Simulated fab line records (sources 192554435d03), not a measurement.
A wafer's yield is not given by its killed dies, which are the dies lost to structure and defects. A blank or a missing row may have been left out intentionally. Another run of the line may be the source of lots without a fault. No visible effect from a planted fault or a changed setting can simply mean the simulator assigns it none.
Which tool is to blame?	flow n5_finfet	12 lots with 36 wafers sampled at 5 steps, on a route of 1938 steps

== WHAT THE GAUGES READ, wafer by wafer ==
N5_BEOL_M0_SAQP_CD_MEAS_14: the cd target is 42.5 nm.
lot	measured	on	cd_nm (nm)
L075	day 5 19:45	cd_sem-03	42.4 42.2 42.5
L077	day 6 04:34	cd_sem-02	42.1 42.7 42.6
L079	day 6 20:13	cd_sem-02	42.7 42.4 42.6
L081	day 7 08:25	cd_sem-03	42.7 42.5 42.7
L083	day 7 14:27	cd_sem-01	42.8 42.8 43.2
L085	day 8 11:26	cd_sem-01	42.8 43.3 42.6
L086	day 8 18:21	cd_sem-02	42.6 42.8 42.6
L089	day 9 07:25	cd_sem-03	42.7 42.7 43.1
L091	day 9 17:32	cd_sem-03	43.1 42.9 43.3
L093	day 10 07:46	cd_sem-03	42.7 42.8 42.8
L095	day 10 18:38	cd_sem-02	42.3 42.9 41.9
L097	day 11 11:12	cd_sem-03	42.8 42.9 42.7

== WHICH TOOL RAN EACH LOT (tool, then ch and the chambers of the sampled wafers, then the start) ==
lot	N5_MOL_CONTACT_COAG_ETCH_89	N5_MOL_CONTACT_COAG_ETCHBACK_134	N5_BEOL_M0_SAQP_PECVD_97	N5_BEOL_M0_SAQP_HM_DEP_111
L075	rie_diel-05 ch 1,2,3, day 5 08:19	rie_diel-01 ch 1,2,3, day 5 12:37	pecvd-01 ch 1,2, day 5 19:16	pecvd-04 ch 0,2, day 5 19:26
L077	rie_diel-05 ch 0,2,3, day 5 20:14	rie_diel-03 ch 0,2, day 5 22:16	pecvd-01 ch 0,2, day 6 03:52	pecvd-01 ch 2, day 6 04:06
L079	rie_diel-05 ch 0,1,3, day 6 12:57	rie_diel-03 ch 0,2,3, day 6 14:33	pecvd-04 ch 1,2, day 6 19:43	pecvd-02 ch 0,1,2, day 6 19:53
L081	rie_diel-05 ch 0,3, day 6 23:13	rie_diel-03 ch 1,2,3, day 7 00:57	pecvd-02 ch 1,2, day 7 07:40	pecvd-01 ch 0,1, day 7 07:59
L083	rie_diel-05 ch 0,1,3, day 7 04:53	rie_diel-03 ch 0,3, day 7 06:40	pecvd-04 ch 0,1, day 7 13:50	pecvd-01 ch 0,2, day 7 14:00
L085	rie_diel-03 ch 1,3, day 8 01:00	rie_diel-01 ch 0,1,3, day 8 03:56	pecvd-04 ch 0,1,2, day 8 10:49	pecvd-02 ch 1,2, day 8 10:59
L086	rie_diel-03 ch 0,3, day 8 08:39	rie_diel-05 ch 0,1, day 8 10:39	pecvd-01 ch 1,2, day 8 17:44	pecvd-02 ch 0,2, day 8 17:54
L089	rie_diel-03 ch 0,1,3, day 8 21:32	rie_diel-03 ch 0,3, day 9 00:34	pecvd-02 ch 0,2, day 9 06:46	pecvd-02 ch 0,2, day 9 06:56
L091	rie_diel-03 ch 1,2,3, day 9 10:08	rie_diel-03 ch 1,2, day 9 11:54	pecvd-04 ch 0,2, day 9 17:02	pecvd-01 ch 0,2, day 9 17:13
L093	rie_diel-05 ch 2,3, day 9 23:21	rie_diel-05 ch 0,3, day 10 01:09	pecvd-04 ch 0,1, day 10 07:10	pecvd-01 ch 0,1,2, day 10 07:20
L095	rie_diel-05 ch 1,2,3, day 10 10:47	rie_diel-01 ch 0,2,3, day 10 12:22	pecvd-04 ch 0,1, day 10 18:01	pecvd-02 ch 0,1, day 10 18:11
L097	rie_diel-05 ch 0,1,3, day 11 00:01	rie_diel-03 ch 1,2,3, day 11 02:05	pecvd-04 ch 0,1, day 11 10:35	pecvd-01 ch 0,1, day 11 10:45
- N5_MOL_CONTACT_COAG_ETCH_89: etches underlayer in N2/H2, target depth 13 nm, time 10.4 s.
- N5_MOL_CONTACT_COAG_ETCHBACK_134: etches SiO2 in CHF3, target depth 10 nm, time 6.7 s.
- N5_BEOL_M0_SAQP_PECVD_97: deposits SiNx from SiH4/NH3/N2, target thk 23 nm, time 19.9 s.
- N5_BEOL_M0_SAQP_HM_DEP_111: deposits SiO2 from SiH4/N2O, target thk 12 nm, time 7.2 s.

== THE ANSWER, worked out from the rows above alone ==
Rule: what is usual is taken from the lots themselves. Put in order of their means at a reading, lots are off if they are a third of the lots or fewer, leave a main group of 4 or more, and stand apart from it by a gap of 3 or more times the standard deviation of the main group's means; of several such gaps the widest counts. Not used: any main group whose means are identical at the precision the tables above print for the reading. A lot without any number at a reading at which 4 lots or more have one is off too. Any other lot the step has rows for is counted as sound.
Across all readings shown, no lot is off: no conclusion can be drawn from this.

== WHAT THE SIMULATOR HAD INSERTED ==
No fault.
